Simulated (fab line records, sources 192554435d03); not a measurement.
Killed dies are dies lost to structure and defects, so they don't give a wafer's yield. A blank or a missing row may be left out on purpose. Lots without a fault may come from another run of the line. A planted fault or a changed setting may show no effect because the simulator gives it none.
Split-lot experiment | flow n5_finfet | 7 lots, 21 wafers read, on a route of 1938 steps

THE SPLIT
At N5_MOL_CONTACT_COAG_COAT_75 (time 60 s, resist thk 60 nm), the setting spin_rpm was moved away from the recipe's 1500 rpm on 8 of the 21 wafers read, by -10.6% to +4.7%. The other wafers ran this setting at the recipe's value.

FROM THE SPLIT TO THE READING: what the file shows between them, 9 steps
- N5_MOL_CONTACT_COAG_COAT_76: time 60 s, resist thk 10 nm
- N5_MOL_CONTACT_COAG_COAT_77: time 60 s, resist thk 10 nm
- N5_MOL_CONTACT_COAG_ALD_131: deposits SiO2, target thk 5 nm, pulse time 1 s, co reactant pulse time 1 s
- N5_MOL_CONTACT_COAG_ETCHBACK_132: etches SiO2 in CHF3, target depth 10 nm, time 6.7 s
- N5_MOL_CONTACT_COAG_ETCH_91: etches SOC in N2/H2, target depth 60 nm, overetch 21 nm, time 101.2 s
- N5_MOL_CONTACT_COAG_STRIP_92: strips in N2/H2
- N5_MOL_CONTACT_COAG_STRIP_93: strips in N2/H2
- N5_MOL_CONTACT_COAG_ETCHBACK_135: etches SiO2 in CHF3, target depth 25 nm, time 16.7 s
- N5_MOL_CONTACT_COAG_STRIP_118: strips in CHF3

THE READING
SOC_of_MOL_CONTACT_COAG_COAT_75.thk_nm (the simulator's own value, which no gauge read), in nm, at N5_MOL_CONTACT_COAG_VIA_ETCH_46 (etches SiO2 in C4F6/O2, target depth 46 nm, overetch 9.2 nm, time 40 s). The file gives no usual value for it. The 13 wafers here that ran the recipe average 50.8 nm, standard deviation 0.24 nm.

wafer  | tool, chamber at the split | spin_rpm as run, rpm | against the recipe | SOC_of_MOL_CONTACT_COAG_COAT_75.thk_nm, nm | against lot-mates on the recipe
L074.1 | litho_track-04, 0          | 1500                 | recipe             | 51.2                                       | -
L074.3 | litho_track-04, 0          | 1341                 | -10.6%             | 54                                         | +2.7
L074.5 | litho_track-04, 0          | 1500                 | recipe             | 51.4                                       | -
L083.2 | litho_track-05, 0          | 1500                 | recipe             | 50.6                                       | -
L083.4 | litho_track-05, 0          | 1412                 | -5.9%              | 52.6                                       | +2.0
L083.5 | litho_track-05, 0          | 1412                 | -5.9%              | 52.6                                       | +2.0
L086.4 | litho_track-05, 0          | 1570                 | +4.7%              | 49                                         | no lot-mate on the recipe
L086.5 | litho_track-05, 0          | 1570                 | +4.7%              | 49.2                                       | no lot-mate on the recipe
L086.6 | litho_track-05, 0          | 1570                 | +4.7%              | 49.2                                       | no lot-mate on the recipe
L087.2 | litho_track-04, 0          | 1430                 | -4.7%              | 52                                         | +1.2
L087.5 | litho_track-04, 0          | 1430                 | -4.7%              | 52                                         | +1.2
L087.3 | litho_track-04, 0          | 1500                 | recipe             | 50.8                                       | -
L091.1 | litho_track-05, 0          | 1500                 | recipe             | 50.6                                       | -
L091.3 | litho_track-05, 0          | 1500                 | recipe             | 50.6                                       | -
L091.4 | litho_track-05, 0          | 1500                 | recipe             | 50.8                                       | -
L093.2 | litho_track-05, 0          | 1500                 | recipe             | 50.8                                       | -
L093.5 | litho_track-05, 0          | 1500                 | recipe             | 50.6                                       | -
L093.6 | litho_track-05, 0          | 1500                 | recipe             | 51                                         | -
L097.1 | litho_track-04, 0          | 1500                 | recipe             | 50.8                                       | -
L097.6 | litho_track-04, 0          | 1500                 | recipe             | 50.8                                       | -
L097.2 | litho_track-04, 0          | 1500                 | recipe             | 50.6                                       | -

THE FIT
A straight line over all 21 wafers: SOC_of_MOL_CONTACT_COAG_COAT_75.thk_nm changes by -0.312 nm for each +1% of spin_rpm; r = -0.98; the points scatter about the line by 0.23 nm.
The same after taking each lot's own level away (the mean of its wafers on the recipe; 18 wafers): -0.28 nm for each +1%; r = -0.98; scatter 0.18 nm.
On that fit, the largest move of spin_rpm shifts the reading by 3 nm.
The lots' own levels span 50.60 to 51.30 nm, that is 2.9 times the standard deviation above.
So the lot-to-lot level changes the slope: the two fits differ.
Check: with one of the wafers moved furthest among these (-10.6%) left out of the fit, the line predicts +3.28 nm for it against its lot-mates. It came out at +2.7 nm against them.

OTHER SPLITS ON THESE WAFERS
These wafers also went through other splits before the reading. Each is held against what the fit with the lots' levels taken away leaves over:
other split on the same wafers        | wafers away from the commonest value | r with SOC_of_MOL_CONTACT_COAG_COAT_75.thk_nm (lot level and that fit taken away)
N5_SD_ACTIVATION_LSA_01 temp_c        | 6                                    | +0.38
N5_HKMG_FIN_COAT_41 spin_rpm          | 4                                    | -0.60
N5_HKMG_FIN_ETCH_54 cf4_flow_sccm     | 3                                    | +0.03
N5_GATE_CUT_ALD_22 ald_cycles         | 10                                   | +0.09
N5_MOL_CONTACT_COAG_ALD_27 ald_cycles | 9                                    | +0.25

THE WHOLE CHAIN: every reading that the file lists as answering this split, in the file's order
step                            | what it does                                                           | reading                                                                                 | change (the file's fit)               | r (the file's)
N5_MOL_CONTACT_COAG_COAT_75     | time 60 s, resist thk 60 nm                                            | SOC_of_MOL_CONTACT_COAG_COAT_75.thk_nm (the simulator's own value, which no gauge read) | -0.312 nm for each +1% of the setting | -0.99
N5_MOL_CONTACT_COAG_ETCH_91     | etches SOC in N2/H2, target depth 60 nm, overetch 21 nm, time 101.2 s  | etch.depth_nm (the simulator's own value, which no gauge read)                          | -0.319 nm for each +1% of the setting | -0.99
N5_MOL_CONTACT_COAG_VIA_ETCH_46 | etches SiO2 in C4F6/O2, target depth 46 nm, overetch 9.2 nm, time 40 s | SOC_of_MOL_CONTACT_COAG_COAT_75.thk_nm (the simulator's own value, which no gauge read) | -0.273 nm for each +1% of the setting | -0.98

THE FILE'S OWN FIT
SOC_of_MOL_CONTACT_COAG_COAT_75.thk_nm changes by -0.273 nm for each +1% of spin_rpm, r = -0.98.
